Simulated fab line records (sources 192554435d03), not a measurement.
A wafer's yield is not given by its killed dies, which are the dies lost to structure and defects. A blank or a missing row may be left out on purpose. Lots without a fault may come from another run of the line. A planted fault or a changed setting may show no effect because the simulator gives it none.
Split-lot study | flow n5Finfet | 7 lots, 21 wafers read, on a route of 1938 steps

== SPLIT DETAILS ==
At N5_PASSIVATION_ETCH_59 (etches TaN in Cl2/BCl3, target depth 65 nm, time 34.9 s), the setting timeS was moved away from the recipe's 34.9 s on 5 of the 21 wafers read, by -17.7% to +20.8%. For the rest of the wafers, this setting stayed at what the recipe calls for.

Reading taken at the split's own step.

== THE READING ==
etch.depthNm (the simulator's own value, which no gauge read), in nm, at N5_PASSIVATION_ETCH_59 (etches TaN in Cl2/BCl3, target depth 65 nm, time 34.9 s). The file gives no usual value for it. The 16 wafers here that ran the recipe average 66.26 nm, standard deviation 2.1 nm.

wafer  | tool, chamber at the split | timeS as run, s | against the recipe | etch.depthNm, nm | against lot-mates on the recipe
L081.1 | rieMetal-03, 0             | 42.15           | +20.8%             | 82.72            | +14.26
L081.4 | rieMetal-03, 0             | 42.15           | +20.8%             | 81.9             | +13.44
L081.5 | rieMetal-03, 0             | 34.9            | recipe             | 68.46            | -
L083.1 | rieMetal-03, 0             | 34.9            | recipe             | 67.62            | -
L083.4 | rieMetal-03, 1             | 34.9            | recipe             | 62.7             | -
L083.5 | rieMetal-03, 1             | 34.9            | recipe             | 63               | -
L084.1 | rieMetal-02, 0             | 34.9            | recipe             | 66.47            | -
L084.3 | rieMetal-02, 0             | 34.9            | recipe             | 66.29            | -
L084.6 | rieMetal-02, 1             | 28.72           | -17.7%             | 52.76            | -13.62
L085.4 | rieMetal-03, 1             | 31.12           | -10.8%             | 56.61            | -10.96
L085.5 | rieMetal-03, 1             | 31.12           | -10.8%             | 56.52            | -11.05
L085.6 | rieMetal-03, 0             | 34.9            | recipe             | 67.57            | -
L086.2 | rieMetal-02, 0             | 34.9            | recipe             | 66.36            | -
L086.4 | rieMetal-02, 0             | 34.9            | recipe             | 65.74            | -
L086.6 | rieMetal-02, 0             | 34.9            | recipe             | 65.88            | -
L088.3 | rieMetal-03, 0             | 34.9            | recipe             | 68.2             | -
L088.4 | rieMetal-03, 0             | 34.9            | recipe             | 67.83            | -
L088.5 | rieMetal-03, 0             | 34.9            | recipe             | 67.92            | -
L095.3 | rieMetal-01, 1             | 34.9            | recipe             | 61.38            | -
L095.4 | rieMetal-01, 0             | 34.9            | recipe             | 67.07            | -
L095.6 | rieMetal-01, 0             | 34.9            | recipe             | 67.63            | -

FIT RESULTS
A straight line over all 21 wafers: etch.depthNm changes by +0.791 nm for each +1% of timeS; r = +0.96; the points scatter about the line by 1.9 nm.
The same after taking each lot's own level away (the mean of its wafers on the recipe; 21 wafers): +0.748 nm for each +1%; r = +0.97; scatter 1.7 nm.
On that fit, the largest move of timeS shifts the reading by 16 nm.
The lots' own levels span 64.440 to 68.460 nm, that is 2.0 times the standard deviation above.
Hence the lot-to-lot level has little effect on the slope; both slopes agree.
Check: with one of the wafers moved furthest among these (+20.8%) left out of the fit, the line predicts +15.5 nm for it against its lot-mates. Against them it came out at +14.3 nm.

== THESE WAFERS: OTHER SPLITS ==
Note: prior to the reading, these wafers also went through further splits. Each is held against what the fit with the lots' levels taken away leaves over:
other split on the same wafers | wafers away from the commonest value | r with etch.depthNm (lot level and that fit taken away)
N5_BEOL_M10_DEP_56 timeS       | 7                                    | -0.02
N5_BEOL_M12_SPUTTER_43 timeS   | 9                                    | +0.37
N5_BEOL_M13_ETCH_68 timeS      | 4                                    | -0.12
N5_BEOL_M13_SPUTTER_43 timeS   | 8                                    | -0.07
N5_BEOL_M15_COAT_04 spinRpm    | 8                                    | +0.23
N5_BEOL_M15_EXPOSE_07 doseMj   | 5                                    | +0.03

== FILE'S OWN FIT ==
etch.depthNm changes by +0.751 nm for each +1% of timeS, r = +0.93.
